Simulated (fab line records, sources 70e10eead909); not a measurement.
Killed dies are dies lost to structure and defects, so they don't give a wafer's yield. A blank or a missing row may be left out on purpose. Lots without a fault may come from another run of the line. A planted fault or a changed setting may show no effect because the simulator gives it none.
One fault seen from 3 desks | flow nand_harc | each desk has only its own numbers; what lay behind them comes last

THE METROLOGY DESK
What the gauges read, lot by lot, whatever tool the lot ran on: means of the sampled wafers that have a number. A lot is out of limits, marked OUT, if its mean lies more than 4 standard deviations from the usual mean; the brackets give that distance.
Columns: A = thk_nm at NHARC_A_ONON_D1_THK_MEAS_14, usual 999 nm
lot  | first seen here | A
L669 | day 8 03:57     | 1002
L667 | day 8 03:58     | 1000
L668 | day 8 04:18     | 990
L670 | day 8 08:24     | 983
L672 | day 8 18:07     | 998
L673 | day 9 01:22     | 993
L674 | day 9 01:29     | 989
L677 | day 10 02:09    | 988
L679 | day 10 23:13    | 1030
L681 | day 11 03:14    | 996
L682 | day 11 12:44    | 1101 (+8.5) OUT
L684 | day 12 08:35    | 1017
L685 | day 12 08:43    | 1114 (+9.6) OUT
L688 | day 12 18:38    | 1162 (+14) OUT
This desk's finding: out of limits on L682, L685, L688; first on L682, day 11 12:44 (thk_nm at NHARC_A_ONON_D1_THK_MEAS_14). In limits: L669, L667, L668, L670, L672, L673, L674, L677, L679, L681, L684.

THE TOOL OWNER'S DESK: pecvd_onon-03
The tool's own readings at NHARC_A_ONON_D1_DEP_12 (target thk 1000 nm): means of the sampled wafers that have a number, for each lot that ran on this tool. A lot is out of limits, marked OUT, if its mean lies more than 4 standard deviations from the usual mean; the brackets give that distance.
Columns: A = sih4_flow_sccm at NHARC_A_ONON_D1_DEP_12, usual 210.1 sccm; B = susceptor_temp_C at NHARC_A_ONON_D1_DEP_12, usual 400.00 C
lot  | first seen here | A     | B
L669 | day 8 03:26     | 209.2 | 399.62
L668 | day 8 03:51     | 210.0 | 399.90
L674 | day 9 00:59     | 209.4 | 400.11
L679 | day 10 22:45    | 210.2 | 399.89
L681 | day 11 02:50    | 210.8 | 399.91
L682 | day 11 12:13    | 210.2 | 400.12
L685 | day 12 08:16    | 210.0 | 399.90
L688 | day 12 18:08    | 210.6 | 400.42
This desk's finding: nothing out of limits on any of the 8 lots.

THE DEFECT DESK
What the inspections along the route counted, lot by lot: means of the sampled wafers that have a number. A lot is out of limits, marked OUT, if its mean lies more than 4 standard deviations from the usual mean; the brackets give that distance.
Columns: A = raw_defect_count at NHARC_A_SOURCE_PLATE_INSPECT_08, usual 65
lot  | first seen here | A
L669 | day 8 01:07     | 68
L667 | day 8 01:07     | 36
L668 | day 8 01:10     | 87
L670 | day 8 05:32     | 44
L672 | day 8 15:04     | 42
L673 | day 8 22:29     | 76
L674 | day 8 22:29     | 36
L677 | day 9 23:17     | 54
L679 | day 10 20:21    | 84
L681 | day 11 00:23    | 76
L682 | day 11 09:53    | 130
L684 | day 12 05:44    | 68
L685 | day 12 05:44    | 55
L688 | day 12 15:44    | 78
This desk's finding: nothing out of limits on any of the 14 lots.

PUT TOGETHER
The metrology desk could have raised an alarm at day 11 12:44, on L682, L685, L688.
The tool owner's desk saw nothing out of limits.
The defect desk saw nothing out of limits.
The tool owner's desk has L682, L685, L688 on record, within its limits.
The defect desk has L682, L685, L688 on record, within its limits.
Of the lots named, all ran NHARC_A_ONON_D1_DEP_12 on pecvd_onon-03.

WHAT THE SIMULATOR HAD PUT IN
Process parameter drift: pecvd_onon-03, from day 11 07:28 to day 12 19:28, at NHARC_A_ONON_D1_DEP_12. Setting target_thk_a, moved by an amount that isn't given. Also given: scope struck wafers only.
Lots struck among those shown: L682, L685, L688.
Hours from the fault's start to each desk's first reading out of limits: the metrology desk, 5.
